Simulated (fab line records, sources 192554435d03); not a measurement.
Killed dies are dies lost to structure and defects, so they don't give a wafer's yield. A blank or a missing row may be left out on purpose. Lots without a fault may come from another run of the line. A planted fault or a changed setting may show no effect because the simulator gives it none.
Split-lot experiment | flow n5_finfet | 7 lots, 21 wafers read, on a route of 1938 steps

THE SPLIT
At N5_BEOL_M12_SPUTTER_43 (material TaN, target thk 15 nm, time 24.19 s), the setting time_s was moved away from the recipe's 24.19 s on 7 of the 21 wafers read, by -12.4% to +14.6%. The other wafers ran this setting at the recipe's value.

The reading is taken at the split's own step.

THE READING
TaN_of_BEOL_M12_SPUTTER_43.thk_nm (the simulator's own value, which no gauge read), in nm, at N5_BEOL_M12_SPUTTER_43 (material TaN, target thk 15 nm, time 24.19 s). The file gives no usual value for it. The 14 wafers here that ran the recipe average 15.0 nm, standard deviation 0.24 nm.

wafer  | tool, chamber at the split | time_s as run, s | against the recipe | TaN_of_BEOL_M12_SPUTTER_43.thk_nm, nm | against lot-mates on the recipe
L074.3 | pvd_sputter-01, -          | 24.19            | recipe             | 15                                    | -
L074.5 | pvd_sputter-01, -          | 26.55            | +9.8%              | 16.4                                  | +1.4
L074.6 | pvd_sputter-01, -          | 26.55            | +9.8%              | 16.4                                  | +1.4
L077.1 | pvd_sputter-01, -          | 24.19            | recipe             | 15                                    | -
L077.2 | pvd_sputter-01, -          | 24.19            | recipe             | 15.2                                  | -
L077.3 | pvd_sputter-01, -          | 24.19            | recipe             | 15.2                                  | -
L078.1 | pvd_sputter-03, -          | 24.19            | recipe             | 15.2                                  | -
L078.4 | pvd_sputter-03, -          | 24.19            | recipe             | 15.2                                  | -
L078.5 | pvd_sputter-03, -          | 24.19            | recipe             | 15.2                                  | -
L082.1 | pvd_sputter-02, -          | 21.18            | -12.4%             | 13                                    | -1.6
L082.2 | pvd_sputter-02, -          | 21.18            | -12.4%             | 12.8                                  | -1.8
L082.6 | pvd_sputter-02, -          | 24.19            | recipe             | 14.6                                  | -
L084.2 | pvd_sputter-02, -          | 24.19            | recipe             | 15                                    | -
L084.4 | pvd_sputter-02, -          | 24.19            | recipe             | 14.4                                  | -
L084.5 | pvd_sputter-02, -          | 24.19            | recipe             | 15.2                                  | -
L093.1 | pvd_sputter-01, -          | 21.56            | -10.9%             | 13.4                                  | -1.7
L093.4 | pvd_sputter-01, -          | 24.19            | recipe             | 15                                    | -
L093.6 | pvd_sputter-01, -          | 24.19            | recipe             | 15.2                                  | -
L094.2 | pvd_sputter-03, -          | 27.72            | +14.6%             | 17.4                                  | +2.4
L094.5 | pvd_sputter-03, -          | 27.72            | +14.6%             | 17.4                                  | +2.4
L094.4 | pvd_sputter-03, -          | 24.19            | recipe             | 15                                    | -

THE FIT
A straight line over all 21 wafers: TaN_of_BEOL_M12_SPUTTER_43.thk_nm changes by +0.16 nm for each +1% of time_s; r = +0.98; the points scatter about the line by 0.22 nm.
The same after taking each lot's own level away (the mean of its wafers on the recipe; 21 wafers): +0.151 nm for each +1%; r = +0.99; scatter 0.17 nm.
On that fit, the largest move of time_s shifts the reading by 2.2 nm.
The lots' own levels span 14.60 to 15.20 nm, that is 2.5 times the standard deviation above.
So the lot-to-lot level changes the slope little: the two slopes agree.
Check: with one of the wafers moved furthest among these (+14.6%) left out of the fit, the line predicts +2.18 nm for it against its lot-mates. It came out at +2.4 nm against them.

OTHER SPLITS ON THESE WAFERS
These wafers also went through other splits before the reading. Each is held against what the fit with the lots' levels taken away leaves over:
other split on the same wafers     | wafers away from the commonest value | r with TaN_of_BEOL_M12_SPUTTER_43.thk_nm (lot level and that fit taken away)
N5_BEOL_M7_DESCUM_33 time_s        | 6                                    | -0.21
N5_BEOL_M7_TRENCH_ETCH_37 source_w | 5                                    | +0.09
N5_BEOL_M9_TRENCH_ETCH_37 bias_w   | 9                                    | +0.10
N5_BEOL_M10_TRENCH_ETCH_37 bias_w  | 7                                    | +0.15
N5_BEOL_M10_ETCH_41 source_w       | 7                                    | -0.20
N5_BEOL_M11_ETCH_62 bias_w         | 11                                   | -0.11
N5_BEOL_M11_COAT_22 spin_rpm       | 11                                   | -0.02

THE FILE'S OWN FIT
TaN_of_BEOL_M12_SPUTTER_43.thk_nm changes by +0.152 nm for each +1% of time_s, r = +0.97.
